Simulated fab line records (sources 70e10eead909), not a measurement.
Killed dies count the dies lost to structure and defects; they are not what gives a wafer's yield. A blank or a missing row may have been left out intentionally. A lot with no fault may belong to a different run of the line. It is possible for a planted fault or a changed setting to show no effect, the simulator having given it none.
What tool caused it? -- flow nandHarc -- Sampling: 11 lots, 33 wafers, 5 of 1302 route steps

WHAT THE GAUGES READ, wafer by wafer
NHARC_END_SORT_01.
lot,measured,on,killedAtArray
L493,day 30 07:34,prober-01,671 672 674
L495,day 30 11:41,prober-02,672 666 666

EACH LOT AND THE TOOL THAT RAN IT (in order: tool; ch and the chambers of the sampled wafers; start)
lot,NHARC_A_SLIT_ETCH_17,NHARC_A_SLIT_ETCH_29,NHARC_A_WL_FILL_ETCHBACK_04,NHARC_A_WL_FILL_STRIP_29
L481,"harEtch-02 ch 0,1, day 20 06:28","rieDiel-12 ch 1,2,3, day 20 10:58","rieMetal-01 ch 0,1, day 20 19:03","rieDiel-05 ch 0,1,3, day 21 05:04"
L482,"harEtch-01 ch 0,1, day 20 22:00","rieDiel-12 ch 0,2, day 21 02:28","rieMetal-02 ch 0,1, day 21 10:59","rieDiel-05 ch 0,1,2, day 21 23:11"
L484,"harEtch-01 ch 0,1, day 22 10:08","rieDiel-12 ch 1,2,3, day 22 13:26","rieMetal-02 ch 0,1, day 22 21:59","rieDiel-07 ch 0,1,3, day 23 07:58"
L487,"harEtch-02 ch 0,1, day 22 17:38","rieDiel-12 ch 1,2, day 22 21:30","rieMetal-01 ch 0,1, day 23 05:39","rieDiel-05 ch 2,3, day 23 18:28"
L486,"harEtch-01 ch 0,1, day 23 16:16","rieDiel-10 ch 0,1,2, day 23 20:10","rieMetal-01 ch 0,1, day 24 04:53","rieDiel-07 ch 0,1,3, day 24 18:21"
L489,"harEtch-01 ch 0,1, day 24 05:46","rieDiel-10 ch 0,3, day 24 10:19","rieMetal-02 ch 0,1, day 24 18:56","rieDiel-06 ch 0,2,3, day 25 05:28"
L493,"harEtch-01 ch 1, day 25 19:55","rieDiel-12 ch 1,2,3, day 25 23:52","rieMetal-01 ch 0,1, day 26 08:35","rieDiel-05 ch 1,2, day 26 20:18"
L495,"harEtch-01 ch 0,1, day 26 00:25","rieDiel-12 ch 0,1,3, day 26 05:00","rieMetal-03 ch 0,1, day 26 13:13","rieDiel-06 ch 0,1,3, day 26 23:47"
L498,"harEtch-01 ch 1, day 28 06:54","rieDiel-04 ch 0,2, day 28 11:27","rieMetal-02 ch 1, day 28 18:35","rieDiel-07 ch 2,3, day 29 05:53"
L502,"harEtch-02 ch 0,1, day 29 10:54","rieDiel-04 ch 1,3, day 29 15:24","rieMetal-02 ch 0,1, day 30 00:31","rieDiel-06 ch 1,3, day 30 11:54"
L501,"harEtch-01 ch 1, day 29 12:01","rieDiel-10 ch 0,1, day 29 15:58","rieMetal-01 ch 0,1, day 30 00:29","rieDiel-05 ch 1,2, day 30 11:53"
- NHARC_A_SLIT_ETCH_17: etches the open film in C4F8/O2/Ar, time 4254.5 s, target depth 20300 nm.
- NHARC_A_SLIT_ETCH_29: etches the open film in CF4/O2, target depth 100 nm, overetch 10 nm, time 55 s.
- NHARC_A_WL_FILL_ETCHBACK_04: etches the open film in NF3, target depth 60 nm, time 120 s.
- NHARC_A_WL_FILL_STRIP_29: strips in O2, time 20 s.

THE ANSWER, worked out from the rows above alone
Rule: usual is defined by the lots themselves. Put in order of their means at a reading, lots are off if they are a third of the lots or fewer, leave a main group of 4 or more, and stand apart from it by a gap of 3 or more times the standard deviation of the main group's means; of several such gaps the widest counts. Not used: any main group whose means are identical at the precision the tables above print for the reading. Also off: a lot with no number at a reading for which 4 or more lots have one. The other lots that the step has rows for count as sound.
No lot is off on any of the readings shown, so nothing can be concluded from this.

WHAT WAS PUT IN BY THE SIMULATOR
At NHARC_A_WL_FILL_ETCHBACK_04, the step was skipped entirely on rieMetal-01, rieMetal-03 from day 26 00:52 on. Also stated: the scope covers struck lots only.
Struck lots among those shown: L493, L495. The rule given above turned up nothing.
